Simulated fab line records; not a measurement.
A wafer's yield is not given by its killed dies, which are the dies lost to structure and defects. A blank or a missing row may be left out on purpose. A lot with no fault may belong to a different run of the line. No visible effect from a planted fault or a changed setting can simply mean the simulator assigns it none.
Lot-split experiment -- flow n5_finfet -- 21 wafers read from 7 lots, route of 1938 steps

== THE SPLIT ITSELF ==
At N5_FIN_CUT_COAT_19 (time 60 s, resist thk 20 nm), the setting spin_rpm was moved away from the recipe's 1500 rpm on 5 of the 21 wafers read, by -8.6% to +4.3%. All remaining wafers had this setting at the recipe value.

== FROM THE SPLIT TO THE READING: what the file shows between them, 7 steps ==
- N5_FIN_CUT_EXPOSE_05: exposes mask FIN CUT (also split here: dose_mj)
- N5_FIN_CUT_PEB_06: peb time 60 s
- N5_FIN_CUT_DEVELOP_07: develop time 30 s
- N5_FIN_CUT_CD_MEAS_08: target cd 29.1 nm
- N5_FIN_CUT_DESCUM_13: chemistry O2, time 7 s
- N5_FIN_CUT_ETCH_30: etches underlayer in N2/H2, target depth 13 nm, time 10.4 s
- N5_FIN_CUT_ETCH_20: etches SiARC in CF4, target depth 26 nm, time 43.3 s

== THE READING ==
SiARC_of_FIN_CUT_COAT_19.thk_nm (the simulator's own value, which no gauge read), in nm, at N5_FIN_CUT_ETCH_21 (etches SOC in N2/H2, target depth 219 nm, overetch 43.8 nm, time 523.5 s). There is no usual value for it anywhere in the file. Across the 16 wafers here that went through the recipe, the average is 11.9 nm and the standard deviation 0.16 nm.

wafer,"tool, chamber at the split","spin_rpm as run, rpm",against the recipe,"SiARC_of_FIN_CUT_COAT_19.thk_nm, nm",against lot-mates on the recipe
L076.2,"litho_track-02, 0",1500,recipe,11.8,-
L076.4,"litho_track-02, 0",1500,recipe,11.8,-
L076.5,"litho_track-02, 0",1500,recipe,12,-
L078.1,"litho_track-02, 0",1500,recipe,11.8,-
L078.3,"litho_track-02, 0",1500,recipe,12.2,-
L078.4,"litho_track-02, 0",1500,recipe,12,-
L083.1,"litho_track-02, 0",1371,-8.6%,12.8,+1.0
L083.5,"litho_track-02, 0",1371,-8.6%,13.2,+1.4
L083.6,"litho_track-02, 0",1500,recipe,11.8,-
L090.4,"litho_track-04, 0",1436,-4.3%,12.6,+0.4
L090.5,"litho_track-04, 0",1500,recipe,12.2,-
L090.6,"litho_track-04, 0",1436,-4.3%,12.4,+0.2
L092.1,"litho_track-03, 0",1500,recipe,12,-
L092.3,"litho_track-03, 0",1500,recipe,11.8,-
L092.6,"litho_track-03, 0",1500,recipe,11.8,-
L093.1,"litho_track-02, 0",1565,+4.3%,11.4,-0.3
L093.2,"litho_track-02, 0",1500,recipe,11.6,-
L093.3,"litho_track-02, 0",1500,recipe,11.8,-
L097.3,"litho_track-02, 0",1500,recipe,11.8,-
L097.4,"litho_track-02, 0",1500,recipe,11.8,-
L097.5,"litho_track-02, 0",1500,recipe,11.8,-

THE FIT
A straight line over all 21 wafers: SiARC_of_FIN_CUT_COAT_19.thk_nm changes by -0.13 nm for each +1% of spin_rpm; r = -0.93; the points scatter about the line by 0.16 nm.
The same after taking each lot's own level away (the mean of its wafers on the recipe; 21 wafers): -0.12 nm for each +1%; r = -0.92; scatter 0.15 nm.
Per that fit: largest spin_rpm move, reading shift of 1 nm.
From 11.70 to 12.20 nm: that is the span of the lots' own levels, equal to 3.2 times the standard deviation above.
Hence the lot-to-lot level has little effect on the slope; both slopes agree.
Check: for one of the wafers moved furthest among these (-8.6%), held out of the fit, the line's prediction against its lot-mates is +1.06 nm. Against them it came out at +1 nm.

== THE OTHER SPLITS THESE WAFERS WENT THROUGH ==
Before the reading, these wafers also passed through other splits. Each is held against what the fit with the lots' levels taken away leaves over:
other split on the same wafers,wafers away from the commonest value,r with SiARC_of_FIN_CUT_COAT_19.thk_nm (lot level and that fit taken away)
N5_WELL_APT_COAT_02 spin_rpm,6,+0.06
N5_PMOS_HMC_CHANNEL_EPI_COAT_03 spin_rpm,3,+0.05
N5_PMOS_HMC_CHANNEL_EPI_DEVELOP_08 develop_time_s,7,+0.00
N5_FIN_SAQP_PECVD_47 time_s,7,+0.21
N5_FIN_SAQP_DEVELOP_15 develop_time_s,11,-0.08
N5_FIN_CUT_EXPOSE_05 dose_mj,8,-0.21

== THE WHOLE CHAIN: every reading that the file lists as answering this split, in the file's order ==
step,what it does,reading,change (the file's fit),r (the file's)
N5_FIN_CUT_COAT_19,"time 60 s, resist thk 20 nm","SiARC_of_FIN_CUT_COAT_19.thk_nm (the simulator's own value, which no gauge read)",-0.101 nm for each +1% of the setting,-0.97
N5_FIN_CUT_ETCH_20,"etches SiARC in CF4, target depth 26 nm, time 43.3 s","etch.depth_nm (the simulator's own value, which no gauge read)",-0.101 nm for each +1% of the setting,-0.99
N5_FIN_CUT_ETCH_21,"etches SOC in N2/H2, target depth 219 nm, overetch 43.8 nm, time 523.5 s","SiARC_of_FIN_CUT_COAT_19.thk_nm (the simulator's own value, which no gauge read)",-0.116 nm for each +1% of the setting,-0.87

== FILE'S OWN FIT ==
SiARC_of_FIN_CUT_COAT_19.thk_nm changes by -0.116 nm for each +1% of spin_rpm, r = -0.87.
